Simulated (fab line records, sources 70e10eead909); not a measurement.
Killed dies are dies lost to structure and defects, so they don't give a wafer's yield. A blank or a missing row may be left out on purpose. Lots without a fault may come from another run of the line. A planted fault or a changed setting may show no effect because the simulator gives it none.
A struck lot beside a sound one | flow nand_harc | 13 steps out of a route of 1302
Sound: wafers L997.3, L997.4, L997.6. Struck: wafers L115.3, L115.4, L115.6. The cause comes at the end.
At each step with rows: each side's tool, then ch and its chambers, then its first start. Under that, the readings that differ: sound wafers | struck wafers | difference of the means | sigmas: that difference in standard deviations of wafers without a fault.
alike: readings whose means differ by less than 2 such deviations, and words and numbers that are the same on both sides. not compared: withheld readings, readings that some wafer has no value for, bounds like >300 that may hide the same value, and numbers for which the record gives no deviation and whose values overlap.
The two part at a step that has a row with sigmas, a row that says differs or no value, or rows on one side only. Numbers that don't overlap but have no deviation are shown without sigmas and don't part them. A reading that every wafer of one side lacks parts them only if that side has two wafers or more.

first, 2 steps without rows for these wafers: NHARC_A_ONON_D1_ANNEAL_15 (time 3600 s); NHARC_A_ONON_D1_DEP_16 (target thk 1000 nm).
NHARC_A_ONON_D1_THK_MEAS_18: measures by ellipsometry.
  sound on film_metro-02, day 9 00:43; struck on film_metro-01, day 16 09:36
  alike: thk_nm
then, 1 step without rows for these wafers: NHARC_A_ONON_D1_DEP_19 (target thk 1000 nm).
NHARC_A_ONON_D1_THK_MEAS_21: measures by ellipsometry.
  sound on film_metro-02, day 9 01:17; struck on film_metro-02, day 16 10:10
  alike: thk_nm
then, 1 step without rows for these wafers: NHARC_A_ONON_D1_DEP_22 (target thk 1000 nm).
NHARC_A_ONON_D1_THK_MEAS_24: measures by ellipsometry.
  sound on film_metro-02, day 9 01:50; struck on film_metro-02, day 16 10:44
  alike: thk_nm
then, 1 step without rows for these wafers: NHARC_A_ONON_D1_DEP_25 (target thk 1000 nm).
NHARC_A_ONON_D1_THK_MEAS_27: measures by ellipsometry.
  sound on film_metro-02, day 9 02:25; struck on film_metro-02, day 16 11:18
  alike: thk_nm
then, 1 step without rows for these wafers: NHARC_A_ONON_D1_DEP_28 (target thk 1000 nm).
NHARC_A_ONON_D1_THK_MEAS_30: measures by ellipsometry.
  sound on film_metro-01, day 9 02:58; struck on film_metro-02, day 16 11:52
  alike: thk_nm
NHARC_A_ONON_D1_DEP_33: deposits SiO2, target thk 200 nm.
  sound on pecvd-01 ch 0,1, day 9 03:02; struck on pecvd-02 ch 1,2, day 16 11:58
  reading                   | sound             | struck            | difference | sigmas
  mfc_precursor_sccm (sccm) | 161.6 160.9 160.9 | 148.4 148.7 148.8 | -12.5      | -25
  alike: flow_sccm, heater_power_w, throttle_valve_pct
  not compared: since_wet_clean_h
NHARC_A_ONON_D1_THK_MEAS_34: measures by ellipsometry.
  sound on film_metro-01, day 9 03:26; struck on film_metro-01, day 16 12:20
  reading     | sound             | struck            | difference | sigmas
  thk_nm (nm) | 199.9 206.2 201.3 | 183.1 188.1 182.4 | -17.9      | -6

WHERE THEY PART
First at NHARC_A_ONON_D1_DEP_33; last, within this record, at NHARC_A_ONON_D1_THK_MEAS_34.

WHY: what the simulator had put in
Process parameter drift: pecvd-02, from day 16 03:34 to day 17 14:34, at NHARC_A_ONON_D1_DEP_33. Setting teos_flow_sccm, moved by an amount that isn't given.
